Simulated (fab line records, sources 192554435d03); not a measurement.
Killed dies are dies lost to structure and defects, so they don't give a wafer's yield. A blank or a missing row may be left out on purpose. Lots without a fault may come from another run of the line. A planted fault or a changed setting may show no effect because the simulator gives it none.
Chamber matching | flow n5_finfet | N5_BEOL_M6_DESCUM_33 on rie_diel-03: 4 sister chambers
The step chemistry O2, time 7 s. 8 wafers are shown with their chamber, then 8 later ones without.

WAFERS WITH THEIR CHAMBER
wafer  | chamber | showerhead_plenum_p_Torr (Torr) | drypump_motor_current_A (A)
L074.1 | 0       | 1.98                            | 5.5
L079.2 | 3       | 2.20                            | 5.4
L080.3 | 1       | 2.21                            | 5.0
L080.5 | 0       | 1.98                            | 5.6
L080.6 | 3       | 2.20                            | 5.4
L089.2 | 1       | 2.20                            | 5.0
L089.5 | 2       | 2.21                            | 6.0
L084.2 | 2       | 2.21                            | 6.0

WAFERS WITHOUT THEIR CHAMBER
wafer  | showerhead_plenum_p_Torr (Torr) | drypump_motor_current_A (A)
L084.4 | 1.97                            | 5.5
L084.5 | 2.21                            | 6.0
L087.1 | 2.20                            | 5.0
L087.2 | 2.21                            | 6.0
L087.5 | 2.21                            | 6.0
L093.3 | 2.19                            | 5.4
L093.4 | 1.97                            | 5.5
L093.6 | 2.21                            | 6.0

WHICH CHAMBER EACH WENT THROUGH
wafer  | from the rows above | in truth
L084.4 | 0                   | 0
L084.5 | 2                   | 2
L087.1 | 1                   | 1
L087.2 | 2                   | 2
L087.5 | 2                   | 2
L093.3 | 3                   | 3
L093.4 | 0                   | 0
L093.6 | 2                   | 2
Placed correctly: 8 of 8. Can't be placed from these rows: 0. Placed wrongly: 0.
How it was worked out, from the rows above alone: a wafer's distance from a chamber is the root of the sum, over the readings, of the square of ((its reading less the chamber's mean) divided by the reading's scatter). The wafer belongs to the nearest chamber; if the next one is less than 2 further off, it can't be placed. A chamber's mean is the mean of its shown wafers. The scatter: the root of (the sum of the squares of (reading less its chamber's mean) over the shown wafers, divided by (wafers less chambers)).
